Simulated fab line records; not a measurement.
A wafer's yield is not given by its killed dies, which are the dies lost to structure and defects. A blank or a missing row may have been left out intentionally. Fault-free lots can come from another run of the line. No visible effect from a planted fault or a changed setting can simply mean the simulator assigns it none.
Chamber matching || flow n5_finfet || rie_diel-05 running N5_BEOL_M1_ETCH_70: 4 sister chambers
The step etches SOC in N2/H2, target depth 80 nm, overetch 16 nm, time 120 s. 4 wafers are shown with their chamber, then 9 later ones without.

WAFERS WITH THEIR CHAMBER
{"wafer": "L079.3", "chamber": 0, "showerhead_plenum_p_Torr (Torr)": 2.65}
{"wafer": "L082.1", "chamber": 2, "showerhead_plenum_p_Torr (Torr)": 2.60}
{"wafer": "L082.3", "chamber": 1, "showerhead_plenum_p_Torr (Torr)": 2.53}
{"wafer": "L082.5", "chamber": 3, "showerhead_plenum_p_Torr (Torr)": 2.47}

WAFERS MISSING THEIR CHAMBER
{"wafer": "L085.1", "showerhead_plenum_p_Torr (Torr)": 2.65}
{"wafer": "L085.2", "showerhead_plenum_p_Torr (Torr)": 2.53}
{"wafer": "L085.3", "showerhead_plenum_p_Torr (Torr)": 2.60}
{"wafer": "L085.4", "showerhead_plenum_p_Torr (Torr)": 2.47}
{"wafer": "L085.5", "showerhead_plenum_p_Torr (Torr)": 2.47}
{"wafer": "L085.6", "showerhead_plenum_p_Torr (Torr)": 2.64}
{"wafer": "L087.2", "showerhead_plenum_p_Torr (Torr)": 2.64}
{"wafer": "L087.3", "showerhead_plenum_p_Torr (Torr)": 2.53}
{"wafer": "L087.5", "showerhead_plenum_p_Torr (Torr)": 2.64}

CHAMBER TAKEN BY EACH
{"wafer": "L085.1", "from the rows above": 0, "in truth": 0}
{"wafer": "L085.2", "from the rows above": 1, "in truth": 1}
{"wafer": "L085.3", "from the rows above": 2, "in truth": 2}
{"wafer": "L085.4", "from the rows above": 3, "in truth": 3}
{"wafer": "L085.5", "from the rows above": 3, "in truth": 3}
{"wafer": "L085.6", "from the rows above": 0, "in truth": 0}
{"wafer": "L087.2", "from the rows above": 0, "in truth": 0}
{"wafer": "L087.3", "from the rows above": 1, "in truth": 1}
{"wafer": "L087.5", "from the rows above": 0, "in truth": 0}
9 of 9 placed correctly. Number that these rows cannot place: 0. 0 placed wrongly.
How it was worked out, from the rows above alone: a wafer's distance from a chamber is the root of the sum, over the readings, of the square of ((its reading less the chamber's mean) divided by the reading's scatter). The wafer belongs to the nearest chamber; if the next one is less than 2 further off, it can't be placed. For every chamber, the mean is computed from those of its wafers that are shown. The scatter: with one shown wafer a chamber, the root of the mean of the squares of how far each hidden wafer lies from its nearest shown one.
